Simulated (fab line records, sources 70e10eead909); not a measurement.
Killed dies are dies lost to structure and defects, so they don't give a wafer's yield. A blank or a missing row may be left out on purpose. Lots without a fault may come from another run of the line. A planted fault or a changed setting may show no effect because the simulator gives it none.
fab line records | flow nand_harc
record lots=6 wafers=18 last_day=33
route steps=1302 shown A_BLC@1133 A_M0@1137 END@1302
lots that met no fault: from a run of the same line without faults
start_h: hours from the record's first day to the start of the lot's first wafer shown | wait_h: hours since the lot's step before | " the same as in the row above | L1.1+2: a row that stands for several wafers | - no value, or no start given | * or withheld: withheld | < > ~ a bound
route shown NAME@n: a module of which the file shows steps, and the number in the route of the first | usual: mean/standard deviation of fault-free wafers | same: alike in all rows | chamber/n: place in a boat | sites: the reading at each site | _std_site: their standard deviation | _edge_site: outer sites' mean less inner sites' | radius_mm: how far each site lies from the wafer's centre | mask NAME#n: copy n | behind: the tool/chamber that last shaped the wafer | hold: why the lot was held/for how many hours/how that ended | device: the transistor (n, p or np) that didn't switch | end of line: the same wafers' tests at the end of the route | a step without rows: its recipe alone | killed: dies lost to structure and defects at the first sort, not the wafer's yield | map: a wafer's dies, x killed, . not, _ none there
set.NAME: the setting as run; set.NAME@STEP: as run at that earlier step | model.NAME: the simulator's own value behind a step, which no gauge read
lots at some steps of the route; a table a step, a row a wafer
services: from which hour (start_h, from the record's first day; less than 0 if before it) a tool's chamber was out of use, for how many hours, and why
## steps
# step NHARC_A_BLC_CMP_25
# recipe t_overpolish_s=30 target_thk_nm=150
# usual motor_current_A=12.2/0.68 overpolish_run_s=30.001/0.0096 pad_life_wafers=203/130 time_to_endpoint_s=28.8/1.9
# columns lot.wafer tool chamber start_h wait_h motor_current_A overpolish_run_s pad_life_wafers time_to_endpoint_s
L601.4 cmp-04 0 522.30 0.4 12.0 29.988 356 31.5
L601.2 " 1 " " 12.7 30.015 357 29.7
L601.5 " 3 " " 12.5 29.999 - 29.4
L610.3 cmp-04 3 624.07 0.3 13.3 29.999 397 27.7
L610.1 " 0 " " 13.3 29.996 398 27.9
L610.5 " 3 " " 13.3 30.000 - 26.1
L613.1 cmp-02 3 640.08 0.5 10.6 30.006 31 24.9
L613.5 " 2 " " 12.1 29.989 - 24.4
L613.6 " 3 " " 10.2 29.984 - 29.2
L616.1 cmp-01 0 678.70 0.4 12.6 30.001 360 26.7
L616.2 " 1 " " 11.6 30.000 361 29.7
L616.3 " 3 " " 11.6 29.997 363 27.9
L620.4 cmp-01 2 713.29 0.3 12.2 29.990 110 29.2
L620.5 " 0 " " 12.6 29.995 - 28.1
L620.6 " 1 " " 12.1 30.000 - 29.0
L624.2 cmp-04 3 758.28 0.5 12.1 30.001 79 29.8
L624.4 " 0 " " 11.7 29.984 80 31.3
L624.1 " 1 " " 12.5 29.989 81 29.7
# step NHARC_A_BLC_SRD_27
# step NHARC_A_BLC_INSPECT_28
# usual raw_defect_count=522/120
# columns lot.wafer tool chamber start_h wait_h raw_defect_count
L601.2 defect_inspect-02 - 522.66 0.1 536
L601.4 " - " " 678
L601.5 " - " " 646
L610.1 defect_inspect-01 - 624.44 0.1 671
L610.3 " - " " 536
L610.5 " - " " 621
L613.1 defect_inspect-02 - 640.47 0.1 376
L613.5 " - " " 450
L613.6 " - " " 395
L616.1 defect_inspect-01 - 679.10 0.1 455
L616.2 " - " " 619
L616.3 " - " " 503
L620.4 defect_inspect-02 - 713.64 0.1 510
L620.5 " - " " 471
L620.6 " - " " 497
L624.1 defect_inspect-01 - 758.66 0.1 471
L624.2 " - " " 515
L624.4 " - " " 416
# step NHARC_A_M0_DEP_00
# recipe target_thk_a=1500 target_thk_nm=150 temp_c=withheld pressure_torr=5 flow_sccm=200 rf_w=600 material=SiOC
# step NHARC_A_M0_DEHYDRATE_01
# recipe temp_c=150 time_s=120
# step NHARC_A_M0_HMDS_02
# recipe time_s=30
# step NHARC_A_M0_COAT_33
# recipe temp_c=200 time_s=65
# step NHARC_A_M0_COAT_03
# recipe spin_rpm=1500 resist_thk_nm=90
# step NHARC_A_M0_SOFTBAKE_04
# recipe temp_c=105 time_s=55
# step NHARC_A_M0_EBR_05
# step NHARC_A_M0_EXPOSE_06
# recipe na=1.35 target_cd_nm=80 dose_mj=83.25 mask_id=A_M0
# step NHARC_A_M0_PEB_07
# recipe peb_temp_c=100 peb_time_s=65
# usual heater_power_total_W=156.6/0.42 plate_temp_C=99.99/0.11
# columns lot.wafer tool chamber start_h wait_h heater_power_total_W plate_temp_C
L601.2 litho_track-01 0 523.35 0.1 157.1 99.81
L601.4 " 0 " " 157.2 99.97
L601.5 " 0 " " 157.2 100.05
L610.1 litho_track-04 0 625.26 0.1 153.8 98.46
L610.3 " 0 " " 153.4 98.43
L610.5 " 0 " " 154.0 98.43
L613.1 litho_track-04 0 641.25 0.1 153.6 98.54
L613.5 " 0 " " 153.3 98.72
L613.6 " 0 " " 154.1 98.69
L616.1 litho_track-06 0 680.05 0.1 156.2 99.81
L616.2 " 0 " " 156.0 99.85
L616.3 " 0 " " 156.6 99.92
L620.4 litho_track-04 0 714.47 0.0 157.2 99.97
L620.5 " 0 " " 157.1 99.82
L620.6 " 0 " " 157.1 99.90
L624.1 litho_track-06 0 759.36 0.1 156.4 99.92
L624.2 " 0 " " 157.0 99.97
L624.4 " 0 " " 157.1 100.00
# step NHARC_A_M0_DEVELOP_08
# recipe develop_time_s=35 dev_temp_c=23
# step NHARC_A_M0_CD_MEAS_09
# recipe target_cd_nm=80 landing_energy_ev=500
# usual cd_nm=80.2/0.55
# columns lot.wafer tool chamber start_h wait_h hold cd_nm
L601.2 cd_sem-01 0 523.43 - - 79.9
L601.4 " 0 " " - 81.0
L601.5 " 0 " " - 81.1
L610.1 cd_sem-03 0 625.34 - await_dispo/0.2h/release 74.5
L610.3 " 0 " " await_dispo/0.2h/release 74.8
L610.5 " 0 " " await_dispo/0.2h/release 75.2
L610.1 cd_sem-03 0 - - - 74.5
L610.3 " 0 " " - 74.8
L610.5 " 0 " " - 75.5
L613.1 cd_sem-03 0 641.33 - await_dispo/0.2h/release 75.9
L613.5 " 0 " " await_dispo/0.2h/release 75.9
L613.6 " 0 " " await_dispo/0.2h/release 75.8
L613.1 cd_sem-03 0 - - - 76.3
L613.5 " 0 " " - 75.8
L613.6 " 0 " " - 75.7
L616.1 cd_sem-02 0 680.13 - - 81.3
L616.2 " 0 " " - 81.4
L616.3 " 0 " " - 80.4
L620.4 cd_sem-03 0 714.55 - - 81.0
L620.5 " 0 " " - 79.2
L620.6 " 0 " " - 79.8
L624.1 cd_sem-02 0 759.44 - - 81.1
L624.2 " 0 " " - 80.8
L624.4 " 0 " " - 80.4
# step NHARC_A_M0_OVL_MEAS_10
# recipe pitch_nm=160
# usual overlay_x_nm=-0.1/0.81 overlay_y_nm=0.0/0.72
# columns lot.wafer tool chamber start_h wait_h hold overlay_x_nm overlay_y_nm
L601.2 overlay-02 - 523.52 - - 1.4 -0.1
L601.4 " - " " - 1.8 0.7
L601.5 " - " " - 1.5 0.0
L610.1 overlay-02 - 629.20 - await_dispo/3.6h/release -0.3 0.0
L610.3 " - " " await_dispo/3.6h/release -0.2 -0.8
L610.5 " - " " await_dispo/3.6h/release 0.2 0.6
L613.1 overlay-02 - 646.20 - await_dispo/4.6h/release -0.7 -0.4
L613.5 " - " " await_dispo/4.6h/release -1.3 -0.5
L613.6 " - " " await_dispo/4.6h/release -1.4 -0.7
L616.1 overlay-01 - 680.22 - - -0.4 0.1
L616.2 " - " " - -0.2 0.1
L616.3 " - " " - -0.1 0.4
L620.4 overlay-02 - 714.64 - - -1.3 0.5
L620.5 " - " " - -1.8 0.4
L620.6 " - " " - -2.1 0.7
L624.1 overlay-02 - 759.52 - - -0.9 -0.2
L624.2 " - " " - -0.8 -0.6
L624.4 " - " " - -1.7 -0.9
# step NHARC_A_M0_INSPECT_11
# usual raw_defect_count=74/40
# columns lot.wafer tool chamber start_h wait_h raw_defect_count
L601.2 defect_inspect-02 - 523.56 0.0 68
L601.4 " - " " 73
L601.5 " - " " 72
L610.1 defect_inspect-02 - 629.24 0.0 150
L610.3 " - " " 113
L610.5 " - " " 142
L613.1 defect_inspect-01 - 646.24 0.0 21
L613.5 " - " " 20
L613.6 " - " " 27
L616.1 defect_inspect-01 - 680.26 0.0 97
L616.2 " - " " 80
L616.3 " - " " 100
L620.4 defect_inspect-02 - 714.67 0.0 125
L620.5 " - " " 116
L620.6 " - " " 120
L624.1 defect_inspect-01 - 759.56 0.0 42
L624.2 " - " " 40
L624.4 " - " " 38
# step NHARC_A_M0_DESCUM_14
# recipe time_s=3 o2_flow_sccm=200 ar_flow_sccm=0 bias_power_w=0 chemistry=O2
# usual drypump_motor_current_A=5.7/0.49 oes_product_au=1.002/0.008 rf_vpp_V=57.7/0.89 showerhead_plenum_p_Torr=1.90/0.099 throttle_valve_pct=11.311/0.009
# columns lot.wafer tool chamber start_h wait_h drypump_motor_current_A oes_product_au rf_hours_counter_h rf_vpp_V showerhead_plenum_p_Torr throttle_valve_pct model.A_M0.cd_nm
L601.4 rie_diel-05 1 523.62 0.1 5.4 1.000 7.3 58.4 1.93 11.316 80.82
L601.2 " 2 " " 5.8 0.997 7.4 58.6 2.03 11.307 79.72
L601.5 " 2 " " 5.8 1.002 - 58.8 2.03 11.305 80.17
L610.3 rie_diel-05 0 629.31 0.1 5.1 0.990 2.2 58.6 2.02 11.317 74.5
L610.1 " 1 " " 5.4 1.000 1.8 58.2 1.93 11.320 74.65
L610.5 " 3 " " 6.0 0.986 - 57.7 1.77 11.314 75.3
L613.1 rie_diel-01 0 646.33 0.1 5.0 1.009 2.5 57.6 2.05 11.315 75.72
L613.5 " 1 " " 5.3 1.018 - 57.2 1.99 11.301 76.42
L613.6 " 2 " " 6.2 1.007 - 56.9 1.82 11.309 75.96
L616.2 rie_diel-01 1 680.33 0.1 5.2 1.002 6.0 59.0 1.99 11.315 81.48
L616.3 " 2 " " 6.2 1.013 4.8 57.7 1.82 11.319 80.53
L616.1 " 3 " " 5.1 1.000 6.2 57.7 1.99 11.314 81.32
L620.4 rie_diel-01 1 714.76 0.1 5.2 1.009 7.7 59.3 1.99 11.306 81.14
L620.5 " 2 " " 6.2 1.019 - 59.1 1.82 11.319 79.6
L620.6 " 3 " " 5.2 1.010 - 59.1 1.99 11.317 79.73
L624.2 rie_diel-05 1 759.62 0.1 5.4 1.001 7.5 58.8 1.92 11.311 80.98
L624.1 " 3 " " 5.9 1.003 8.6 56.4 1.77 11.297 80.78
L624.4 " 0 " " 5.1 0.997 9.2 57.3 2.02 11.307 80.5
# step NHARC_A_M0_ETCH_34
# recipe target_depth_a=400 overetch_a=120 time_s=43.94 ion_energy_ev=200 n2_flow_sccm=150 h2_flow_sccm=150 ar_flow_sccm=0 rf_w=400 bias_w=150 chemistry=N2/H2
# usual drypump_motor_current_A=5.7/0.5 oes_product_au=1.000/0.0087 rf_vpp_V=430.0/3 showerhead_plenum_p_Torr=2.02/0.11 throttle_valve_pct=14.171/0.0083
# columns lot.wafer tool chamber start_h wait_h drypump_motor_current_A oes_product_au rf_hours_counter_h rf_vpp_V showerhead_plenum_p_Torr throttle_valve_pct
L601.2 rie_diel-05 2 523.70 0.1 5.8 1.005 7.4 432.8 2.16 14.172
L601.4 " 1 " " 5.4 1.004 7.3 430.4 2.05 14.164
L601.5 " 3 " " 6.0 1.000 - 426.7 1.89 14.157
L610.3 rie_diel-05 1 629.39 0.1 5.4 1.005 1.8 430.2 2.05 14.160
L610.1 " 2 " " 5.8 1.002 1.3 432.6 2.16 14.171
L610.5 " 0 " " 5.1 1.013 - 433.8 2.16 14.184
L613.1 rie_diel-01 3 646.40 0.1 5.1 1.001 4.8 432.0 2.12 14.161
L613.5 " 0 " " 4.9 0.997 - 434.2 2.19 14.180
L613.6 " 1 " " 5.2 1.001 - 434.3 2.12 14.171
L616.1 rie_diel-01 2 680.41 0.1 6.2 1.001 4.8 428.4 1.93 14.161
L616.3 " 3 " " 5.2 0.985 6.3 434.3 2.12 14.180
L616.2 " 1 " " 5.2 1.009 6.0 433.0 2.12 14.168
L620.4 rie_diel-01 3 714.83 0.1 5.2 1.004 8.8 434.2 2.12 14.178
L620.5 " 0 " " 5.0 1.012 - 435.6 2.19 14.159
L620.6 " 1 " " 5.2 1.001 - 431.6 2.12 14.173
L624.2 rie_diel-05 2 759.71 0.1 5.8 0.992 6.9 433.5 2.16 14.172
L624.1 " 3 " " 6.0 0.974 8.6 425.9 1.89 14.174
L624.4 " 0 " " 5.2 0.982 9.2 432.6 2.16 14.177
# step NHARC_A_M0_ETCH_15
# recipe target_depth_a=1500 overetch_a=150 time_s=82.5 c4f8_flow_sccm=withheld ar_flow_sccm=400 rf_w=600 bias_w=300 chemistry=C4F8/Ar
# usual oes_product_au=0.943/0.024 rf_vpp_V=440/3.1
# columns lot.wafer tool chamber start_h wait_h oes_product_au rf_hours_counter_h rf_vpp_V model.A_M0.cd_nm
L601.4 rie_diel-05 3 - - 0.911 6.1 437 80.67
L601.2 " 1 " " 0.917 7.3 442 79.74
L601.5 " 2 " " 0.916 - 444 80.31
L610.1 rie_diel-05 0 - - 0.956 2.3 445 75.26
L610.3 " 3 " " 0.950 1.8 437 75.05
L610.5 " 1 " " 0.971 - 441 75.62
L613.1 rie_diel-01 0 - - 0.919 2.5 444 75.43
L613.5 " 2 " " 0.928 - 439 76.25
L613.6 " 3 " " 0.916 - 443 75.8
L616.3 rie_diel-01 3 - - 0.919 6.3 443 80.18
L616.2 " 0 " " 0.913 4.4 445 81.31
L616.1 " 1 " " 0.933 6.0 443 81.22
L620.4 rie_diel-01 3 - - 0.928 8.8 443 80.74
L620.6 " 1 " " 0.922 - 444 79.46
L620.5 " 2 " " 0.934 - 437 79.43
L624.2 rie_diel-05 2 - - 0.926 7.0 444 80.88
L624.4 " 0 " " 0.911 9.2 443 80.41
L624.1 " 1 " " 0.919 7.5 442 80.49
# step NHARC_A_M0_CD_MEAS_16
# usual cd_nm=80.2/0.63
# columns lot.wafer tool chamber start_h wait_h hold cd_nm
L601.2 cd_sem-01 - 523.92 - - 79.8
L601.4 " - " " - 80.5
L601.5 " - " " - 80.3
L610.1 cd_sem-01 - 629.60 - await_dispo/0.2h/release 75.5
L610.3 " - " " await_dispo/0.2h/release 74.8
L610.5 " - " " await_dispo/0.2h/release 75.3
L610.1 cd_sem-01 - 629.78 0.2 - 75.3
L610.3 " - " " - 75.0
L610.5 " - " " - 75.5
L613.1 cd_sem-03 - 646.60 - await_dispo/0.2h/release 75.3
L613.5 " - " " await_dispo/0.2h/release 76.5
L613.6 " - " " await_dispo/0.2h/release 75.9
L613.1 cd_sem-03 - 646.78 0.2 - 75.5
L613.5 " - " " - 76.7
L613.6 " - " " - 76.0
L616.1 cd_sem-02 - 680.62 - - 81.2
L616.2 " - " " - 81.3
L616.3 " - " " - 80.6
L620.4 cd_sem-03 - 715.11 - - 80.8
L620.5 " - " " - 79.3
L620.6 " - " " - 79.7
L624.1 cd_sem-02 - 759.92 - - 81.0
L624.2 " - " " - 81.1
L624.4 " - " " - 80.5
# step NHARC_A_M0_STRIP_18
# recipe power_w=1000 n2_flow_sccm=150 h2_flow_sccm=150 ar_flow_sccm=0 bias_w=0 chemistry=N2/H2
# usual drypump_motor_current_A=5.7/0.52 oes_product_au=1.001/0.0078 rf_vpp_V=90.6/1 showerhead_plenum_p_Torr=2.02/0.11 throttle_valve_pct=14.170/0.0089
# columns lot.wafer tool chamber start_h wait_h hold drypump_motor_current_A oes_product_au rf_hours_counter_h rf_vpp_V showerhead_plenum_p_Torr throttle_valve_pct
L601.2 rie_diel-03 0 523.99 0.1 - 6.3 0.988 1.8 89.2 1.91 14.173
L601.4 " 2 " " - 5.6 0.997 1.8 90.2 1.91 14.170
L601.5 " 1 " " - 6.5 0.988 - 90.5 1.96 14.165
L610.1 rie_diel-01 2 633.50 3.7 await_dispo/3.6h/release 6.3 0.997 2.6 89.7 1.93 14.180
L610.3 " 3 " " await_dispo/3.6h/release 5.2 1.015 - 91.8 2.12 14.178
L610.5 " 3 " " await_dispo/3.6h/release 5.2 1.002 - 91.9 2.12 14.183
L613.1 rie_diel-01 1 648.17 1.4 await_dispo/1.3h/release 5.2 1.009 4.3 91.4 2.12 14.170
L613.6 " 0 " " await_dispo/1.3h/release 4.9 0.997 - 90.8 2.19 14.166
L613.5 " 1 " " await_dispo/1.3h/release 5.2 1.005 - 90.0 2.12 14.176
L616.3 rie_diel-03 0 680.69 0.1 - 6.3 0.999 1.7 90.7 1.91 14.170
L616.2 " 1 " " - 6.5 0.988 1.7 88.5 1.95 14.172
L616.1 " 3 " " - 5.3 0.998 1.7 91.4 1.98 14.184
L620.4 rie_diel-05 3 715.26 0.1 - 6.0 0.981 7.1 90.4 1.89 14.165
L620.6 " 0 " " - 5.1 0.987 - 91.0 2.16 14.170
L620.5 " 1 " " - 5.4 0.998 - 90.1 2.05 14.171
L624.2 rie_diel-01 0 759.99 0.1 - 4.9 1.014 0.3 91.0 2.19 14.164
L624.1 " 1 " " - 5.2 1.011 0.3 92.2 2.12 14.183
L624.4 " 3 " " - 5.1 1.002 0.4 91.1 2.12 14.167
# step NHARC_END_SORT_01
# recipe temp_c=25
# usual defect_limited_yield=92/3 killed_at_array=52/20 killed_at_other=1.0/1.3 killed_at_periphery=3.7/2.2 killed_dies=57/20 killed_open=3.2/1.6 killed_short=2.4/1.6 sort_bin_2_pct=2.9/1.4 sort_bin_3_pct=0.6/0.41 sort_bin_4_pct=4.8/1.5 sort_n_pass=620/20 sort_rim_yield_pct=93/3.5 sort_yield_pct=92/3
# same gross_dies=677 sort_bin_5_pct[%]=0 sort_bin_6_pct[%]=0 sort_bin_7_pct[%]=0 sort_bin_8_pct[%]=0 sort_rim_n_gross=106.00
# columns lot.wafer tool chamber start_h wait_h defect_limited_yield[%] killed_at_array killed_at_other killed_at_periphery killed_dies killed_open killed_short sort_bin_2_pct[%] sort_bin_3_pct[%] sort_bin_4_pct[%] sort_n_pass sort_rim_yield_pct[%] sort_yield_pct[%]
L601.2 prober-01 0 565.25 2.8 92 47 6 1 54 6 3 2.5 0.4 5.0 623 92 92
L601.4 prober-01 0 566.87 3.4 92 47 4 3 54 2 2 3.2 0.6 4.1 623 93 92
L601.5 prober-01 0 567.68 3.7 93 47 0 2 49 4 2 2.8 0.3 4.1 628 91 93
L613.1 prober-02 0 693.79 2.5 96 23 0 5 28 1 2 1.2 0.4 2.5 649 98 96
L613.5 prober-02 0 696.97 3.7 96 21 0 5 26 7 3 1.5 0.1 2.2 651 98 96
L613.6 prober-02 0 697.77 4.0 96 26 0 2 28 3 1 1.2 0.1 2.8 649 92 96
L610.1 prober-01 0 695.05 2.5 86 85 4 4 93 6 3 5.3 1.0 7.4 584 91 86
L610.3 prober-01 0 696.63 3.1 89 72 1 1 74 7 4 4.9 1.0 5.0 603 89 89
L610.5 prober-01 0 698.21 3.6 88 78 1 1 80 2 2 4.1 1.5 6.2 597 92 88
L616.1 prober-01 0 719.14 2.5 89 69 2 2 73 1 2 4.0 0.9 5.9 604 92 89
L616.2 prober-01 0 719.94 2.8 90 62 3 0 65 4 5 3.7 0.9 5.0 612 85 90
L616.3 prober-01 0 720.74 3.1 89 67 2 4 73 4 3 4.4 1.0 5.3 604 92 89
L620.4 prober-01 0 763.99 3.4 88 75 1 6 82 4 4 4.0 1.3 6.8 595 91 88
L620.5 prober-01 0 764.79 3.7 88 73 2 4 79 2 3 4.1 0.4 7.1 598 89 88
L620.6 prober-01 0 765.60 4.0 86 87 1 5 93 4 3 5.3 1.5 6.9 584 90 86
L624.1 prober-02 0 799.16 2.5 94 36 0 2 38 2 1 0.9 0.1 4.6 639 95 94
L624.2 prober-02 0 799.97 2.8 93 41 1 3 45 6 4 1.8 0.4 4.4 632 96 93
L624.4 prober-02 0 801.58 3.4 94 34 1 3 38 4 2 1.2 0.1 4.3 639 97 94
# killed by level:class
L601.2 A_CHANNEL_HOLE_D2:chamber_film_flake=25 A_CONTACT:chamber_film_flake=9 THIN_TSV:chamber_film_flake=6 A_SOURCE_PLATE:geometric_particle:open=2 A_CHANNEL_FILL_D1:geometric_particle:open=2 A_ONON_D2:geometric_particle:short=2 A_CHANNEL_FILL_D1:chamber_film_flake=2 A_STAIRCASE:chamber_film_flake=2
L601.4 A_CHANNEL_HOLE_D2:chamber_film_flake=28 A_CONTACT:chamber_film_flake=15 THIN_TSV:chamber_film_flake=4 P_CONTACT:geometric_particle:open=1 P_M1:geometric_particle:open=1 A_ONON_D2:geometric_particle:short=1 A_WL_FILL:geometric_particle:short=1 P_ZERO_WELL:chamber_film_flake=1
L601.5 A_CHANNEL_HOLE_D2:chamber_film_flake=25 A_CONTACT:chamber_film_flake=12 A_CHANNEL_HOLE_D1:chamber_film_flake=2 A_CHANNEL_FILL_D1:geometric_particle:open=1 A_ONON_D2:geometric_particle:short=1 A_CHANNEL_HOLE_D2:geometric_particle:open=1 A_WL_FILL:geometric_particle:short=1 A_WL_FILL:geometric_particle:open=1
L613.1 A_CHANNEL_HOLE_D1:chamber_film_flake=8 A_STAIRCASE:chamber_film_flake=5 A_CONTACT:chamber_film_flake=3 P_GATE:chamber_film_flake=2 A_SLIT:chamber_film_flake=2 P_GATE:geometric_particle:short=1 A_DECK1_JOINT:geometric_particle:open=1 A_CHANNEL_FILL_D2:geometric_particle:short=1
L610.1 A_SLIT:chamber_film_flake=34 A_CHANNEL_HOLE_D1:chamber_film_flake=25 A_CHANNEL_HOLE_D2:chamber_film_flake=12 THIN_TSV:chamber_film_flake=4 A_WL_FILL:chamber_film_flake=2 P_M0:geometric_particle:open=1 P_M0:geometric_particle:short=1 A_DECK1_JOINT:geometric_particle:short=1
L610.3 A_SLIT:chamber_film_flake=27 A_CHANNEL_HOLE_D1:chamber_film_flake=23 A_CHANNEL_HOLE_D2:chamber_film_flake=6 A_SOURCE_PLATE:geometric_particle:short=2 A_CONTACT:geometric_particle:open=2 A_ONON_D1:geometric_particle:open=1 A_ONON_D2:geometric_particle:open=1 A_ONON_D2:geometric_particle:short=1
L613.5 A_STAIRCASE:chamber_film_flake=6 A_CHANNEL_HOLE_D1:chamber_film_flake=3 A_CONTACT:chamber_film_flake=3 P_M0:geometric_particle:open=2 A_SLIT:chamber_film_flake=2 P_CONTACT:geometric_particle:short=1 P_M1:geometric_particle:open=1 A_CHANNEL_HOLE_D1:geometric_particle:open=1
L613.6 A_CHANNEL_HOLE_D1:chamber_film_flake=9 A_STAIRCASE:chamber_film_flake=4 A_SLIT:chamber_film_flake=4 A_CONTACT:chamber_film_flake=4 A_ONON_D1:geometric_particle:open=1 A_BLC:geometric_particle:short=1 A_M0:geometric_particle:open=1 A_M1:geometric_particle:open=1
L610.5 A_SLIT:chamber_film_flake=33 A_CHANNEL_HOLE_D1:chamber_film_flake=24 A_CHANNEL_HOLE_D2:chamber_film_flake=10 A_WL_FILL:chamber_film_flake=3 A_STAIRCASE:chamber_film_flake=2 A_CHANNEL_FILL_D1:geometric_particle:short=1 A_CHANNEL_FILL_D2:geometric_particle:short=1 A_BLC:geometric_particle:open=1
L616.1 A_CHANNEL_HOLE_D1:chamber_film_flake=26 A_CHANNEL_HOLE_D2:chamber_film_flake=20 A_CONTACT:chamber_film_flake=9 A_STAIRCASE:chamber_film_flake=4 A_SLIT:chamber_film_flake=4 P_STI:chamber_film_flake=2 A_ONON_D1:geometric_particle:short=1 A_M0:geometric_particle:open=1
L616.2 A_CHANNEL_HOLE_D1:chamber_film_flake=20 A_CHANNEL_HOLE_D2:chamber_film_flake=15 A_CONTACT:chamber_film_flake=10 A_SLIT:chamber_film_flake=6 A_CHANNEL_FILL_D1:geometric_particle:short=2 A_DECK1_JOINT:geometric_particle:open=2 A_STAIRCASE:chamber_film_flake=2 THIN_TSV:chamber_film_flake=2
L616.3 A_CHANNEL_HOLE_D1:chamber_film_flake=27 A_CHANNEL_HOLE_D2:chamber_film_flake=18 A_CONTACT:chamber_film_flake=12 A_STAIRCASE:chamber_film_flake=4 P_M0:geometric_particle:open=2 A_ONON_D2:geometric_particle:short=2 THIN_TSV:chamber_film_flake=2 P_CONTACT:geometric_particle:short=1
L620.4 A_SLIT:chamber_film_flake=31 A_CHANNEL_HOLE_D1:chamber_film_flake=26 A_CONTACT:chamber_film_flake=12 P_CONTACT:geometric_particle:open=2 P_GATE:chamber_film_flake=2 P_GATE:geometric_particle:open=1 A_ONON_D1:geometric_particle:short=1 A_CHANNEL_HOLE_D1:geometric_particle:short=1
L620.5 A_SLIT:chamber_film_flake=34 A_CHANNEL_HOLE_D1:chamber_film_flake=29 A_CONTACT:chamber_film_flake=5 P_GATE:chamber_film_flake=2 THIN_TSV:chamber_film_flake=2 P_M2:geometric_particle:open=1 A_ONON_D1:geometric_particle:open=1 A_CHANNEL_FILL_D1:geometric_particle:short=1
L620.6 A_SLIT:chamber_film_flake=34 A_CHANNEL_HOLE_D1:chamber_film_flake=28 A_CONTACT:chamber_film_flake=13 A_WL_FILL:geometric_particle:short=3 A_STAIRCASE:chamber_film_flake=3 A_CHANNEL_FILL_D2:geometric_particle:open=2 P_GATE:chamber_film_flake=2 P_BONDPAD:chamber_film_flake=2
L624.1 A_CHANNEL_HOLE_D1:chamber_film_flake=14 A_SLIT:chamber_film_flake=10 A_STAIRCASE:chamber_film_flake=4 P_STI:chamber_film_flake=2 A_CHANNEL_HOLE_D2:chamber_film_flake=2 A_CONTACT:chamber_film_flake=2 A_CHANNEL_FILL_D2:geometric_particle:short=1 A_CHANNEL_FILL_D2:geometric_particle:open=1
L624.2 A_CHANNEL_HOLE_D1:chamber_film_flake=18 A_STAIRCASE:chamber_film_flake=6 A_SLIT:chamber_film_flake=6 P_CONTACT:geometric_particle:open=3 A_CONTACT:chamber_film_flake=3 A_CHANNEL_FILL_D1:geometric_particle:short=1 A_DECK1_JOINT:geometric_particle:open=1 A_ONON_D2:geometric_particle:open=1
L624.4 A_CHANNEL_HOLE_D1:chamber_film_flake=14 A_SLIT:chamber_film_flake=9 A_STAIRCASE:chamber_film_flake=2 A_CONTACT:chamber_film_flake=2 P_CONTACT:geometric_particle:open=1 A_ONON_D1:geometric_particle:open=1 A_DECK1_JOINT:geometric_particle:open=1 A_DECK1_JOINT:geometric_particle:short=1
## services
# columns tool chamber start_h hours kind
rie_diel-03 3 505.65 8.8 repair
cmp-01 - 519.95 3.2 repair
cmp-04 - 525.58 2.0 repair
cmp-04 - 527.61 4.0 pm
cmp-04 - 547.90 1.1 repair
rie_diel-05 1 547.94 10.0 repair
litho_track-04 - 553.00 7.0 pm
cmp-04 - 553.76 2.7 repair
rie_diel-01 - 557.80 9.0 pm
rie_diel-01 2 579.17 3.6 repair
rie_diel-05 - 583.60 9.0 pm
rie_diel-01 2 595.63 17.7 repair
rie_diel-01 0 613.70 25.0 repair
rie_diel-01 1 622.77 9.1 repair
cmp-04 - 625.62 4.0 pm
cmp-04 - 661.36 0.9 repair
rie_diel-01 1 685.80 3.6 repair
cmp-04 - 704.34 2.2 repair
cmp-04 - 720.05 2.8 repair
cmp-04 - 723.62 4.0 pm
litho_track-04 - 728.00 7.0 pm
rie_diel-01 - 734.80 9.0 pm
cmp-04 - 737.84 7.6 repair
cmp-04 - 753.87 4.0 repair
## key
first_sign step=NHARC_A_M0_PEB_07 reading=plate_temp_C direction=down sigmas=13 usual=* struck=*
effect step=NHARC_A_M0_PEB_07 reading=heater_power_total_W direction=down sigmas=7 usual=* struck=*
effect step=NHARC_A_M0_CD_MEAS_09 reading=visit direction=added through=control_loop
effect step=NHARC_A_M0_CD_MEAS_09 reading=cd_nm direction=down sigmas=8.9 usual=80.2 struck=75.4 through=control_loop
effect step=NHARC_A_M0_CD_MEAS_16 reading=visit direction=added through=control_loop
effect step=NHARC_A_M0_CD_MEAS_16 reading=cd_nm direction=down sigmas=7.4 usual=80.2 struck=75.5 through=control_loop
model_effect step=NHARC_A_M0_DESCUM_14 value=A_M0.cd_nm without=80.54 struck=75.42
model_effect step=NHARC_A_M0_ETCH_15 value=A_M0.cd_nm without=80.69 struck=75.57
met_at NHARC_A_M0_PEB_07
struck_wafers L610.1,L610.3,L610.5,L613.1,L613.5,L613.6
loop_trim step=NHARC_A_M0_EXPOSE_06 setting=dose lots=L613
fault kind=process_parameter_drift tool=litho_track-04 chamber=- onset_h=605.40 steps=NHARC_A_M0_PEB_07 channel=peb_temp_c offset=* shape=step end_h=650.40 acts_in=* stated=*
# loop_trim: a control loop set the setting to another value than it would have without faults
